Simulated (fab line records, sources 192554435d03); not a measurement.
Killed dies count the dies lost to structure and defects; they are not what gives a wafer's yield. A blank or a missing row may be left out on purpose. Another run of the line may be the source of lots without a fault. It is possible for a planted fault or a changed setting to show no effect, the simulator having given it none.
Split-lot experiment + flow n5-finfet + 39 wafers read from 7 lots, route of 1938 steps

ON THE SPLIT
At N5_MOL_CONTACT_COAG_CVD_140 (deposits W, target thk 66.5 nm, time 215 s), the setting target-thk-a was moved away from the recipe's 665 angstrom on 15 of the 39 wafers read, by -31.4% to +17.4%. The other wafers ran this setting at the recipe's value.

Reading taken at the split's own step.

THE READING
W_of_MOL_CONTACT_COAG_CVD_140.thk-nm (the simulator's own value, which no gauge read), in nm, at N5_MOL_CONTACT_COAG_CVD_140 (deposits W, target thk 66.5 nm, time 215 s). The file does not state a usual value for it. Average 66.7 nm, standard deviation 0.5 nm, over the 24 wafers here run with the recipe.

| wafer  | tool, chamber at the split | target-thk-a as run, angstrom | against the recipe | W_of_MOL_CONTACT_COAG_CVD_140.thk-nm, nm | against lot-mates on the recipe |
|--------|----------------------------|-------------------------------|--------------------|------------------------------------------|---------------------------------|
| L077.1 | cvd-w-01, 0                | 665                           | recipe             | 66.6                                     | -                               |
| L077.2 | cvd-w-01, 1,0              | 456.3                         | -31.4%             | 45.4                                     | -21.0                           |
| L077.6 | cvd-w-01, 1,0              | 456.3                         | -31.4%             | 45.4                                     | -21.0                           |
| L077.3 | cvd-w-01, 0                | 456.3                         | -31.4%             | 45                                       | -21.4                           |
| L077.4 | cvd-w-01, 1                | 665                           | recipe             | 66.4                                     | -                               |
| L077.5 | cvd-w-01, 1                | 665                           | recipe             | 66.2                                     | -                               |
| L078.1 | cvd-w-02, 1                | 665                           | recipe             | 66.8                                     | -                               |
| L078.4 | cvd-w-02, 1                | 665                           | recipe             | 66.8                                     | -                               |
| L078.2 | cvd-w-02, 0                | 665                           | recipe             | 66.6                                     | -                               |
| L078.3 | cvd-w-02, 0                | 456.7                         | -31.3%             | 46.6                                     | -20.1                           |
| L078.5 | cvd-w-02, 1,0              | 456.7                         | -31.3%             | 46                                       | -20.7                           |
| L078.6 | cvd-w-02, 1,0              | 456.7                         | -31.3%             | 46                                       | -20.7                           |
| L083.1 | cvd-w-01, 1                | 665                           | recipe             | 67                                       | -                               |
| L083.2 | cvd-w-01, 0                | 457.6                         | -31.2%             | 46.6                                     | -20.2                           |
| L083.3 | cvd-w-01, 1                | 457.6                         | -31.2%             | 46.8                                     | -20.0                           |
| L083.4 | cvd-w-01, 0                | 665                           | recipe             | 66.6                                     | -                               |
| L083.5 | cvd-w-01, 1                | 457.6                         | -31.2%             | 45.8                                     | -21.0                           |
| L083.6 | cvd-w-01, 0                | 665                           | recipe             | 66.8                                     | -                               |
| L086.1 | cvd-w-02, 0                | 665                           | recipe             | 66.2                                     | -                               |
| L086.3 | cvd-w-02, 1                | 665                           | recipe             | 67.2                                     | -                               |
| L086.6 | cvd-w-02, 0                | 665                           | recipe             | 65.8                                     | -                               |
| L093.1 | cvd-w-02, 0,1              | 665                           | recipe             | 66.6                                     | -                               |
| L093.3 | cvd-w-02, 0,1              | 665                           | recipe             | 66.6                                     | -                               |
| L093.2 | cvd-w-02, 1                | 665                           | recipe             | 66.8                                     | -                               |
| L093.4 | cvd-w-02, 0,1              | 665                           | recipe             | 67.4                                     | -                               |
| L093.5 | cvd-w-02, 0,1              | 665                           | recipe             | 67.4                                     | -                               |
| L093.6 | cvd-w-02, 0                | 665                           | recipe             | 67.2                                     | -                               |
| L094.1 | cvd-w-02, 0                | 665                           | recipe             | 67.2                                     | -                               |
| L094.2 | cvd-w-02, 1                | 665                           | recipe             | 67.6                                     | -                               |
| L094.3 | cvd-w-02, 1                | 780.9                         | +17.4%             | 77.6                                     | +10.3                           |
| L094.4 | cvd-w-02, 0                | 780.9                         | +17.4%             | 78.8                                     | +11.5                           |
| L094.6 | cvd-w-02, 0                | 780.9                         | +17.4%             | 78.8                                     | +11.5                           |
| L094.5 | cvd-w-02, 1                | 665                           | recipe             | 67                                       | -                               |
| L097.1 | cvd-w-01, 0                | 770                           | +15.8%             | 77                                       | +10.8                           |
| L097.2 | cvd-w-01, 1                | 665                           | recipe             | 66.8                                     | -                               |
| L097.3 | cvd-w-01, 1                | 665                           | recipe             | 65.4                                     | -                               |
| L097.4 | cvd-w-01, 0                | 770                           | +15.8%             | 75.8                                     | +9.6                            |
| L097.5 | cvd-w-01, 0                | 665                           | recipe             | 66.4                                     | -                               |
| L097.6 | cvd-w-01, 1                | 770                           | +15.8%             | 76.4                                     | +10.2                           |
If several chambers appear in one row, that row covers several wafers at once and the file leaves open which wafer was in which chamber.

FIT RESULTS
A straight line over all 39 wafers: W_of_MOL_CONTACT_COAG_CVD_140.thk-nm changes by +0.659 nm for each +1% of target-thk-a; r = +1.00; the points scatter about the line by 0.57 nm.
The same after taking each lot's own level away (the mean of its wafers on the recipe; 39 wafers): +0.657 nm for each +1%; r = +1.00; scatter 0.43 nm.
The reading moves by 21 nm for the largest change in target-thk-a, on that fit.
Measured against the standard deviation above, the lots' own levels, which go from 66.20 to 67.27 nm, span 2.1 times it.
Consequently the slope shifts little with the lot-to-lot level, the two slopes agreeing.
Check: -20.6 nm against its lot-mates is what the line predicts for one of the wafers moved furthest among these (-31.4%) when that wafer is left out of the fit. Against them it came out at -21 nm.

OTHER SPLITS ON THESE WAFERS
Other splits were also applied to these wafers ahead of the reading. Each is held against what the fit with the lots' levels taken away leaves over:
| other split on the same wafers | wafers away from the commonest value | r with W_of_MOL_CONTACT_COAG_CVD_140.thk-nm (lot level and that fit taken away) |
|--------------------------------|--------------------------------------|---------------------------------------------------------------------------------|
| N5_FIN_SAQP_DESCUM_21 time-s   | 15                                   | +0.29                                                                           |
| N5_SDB_ALD_29 ald-cycles       | 12                                   | -0.19                                                                           |

THE FILE'S OWN FIT
W_of_MOL_CONTACT_COAG_CVD_140.thk-nm changes by +0.658 nm for each +1% of target-thk-a, r = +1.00.
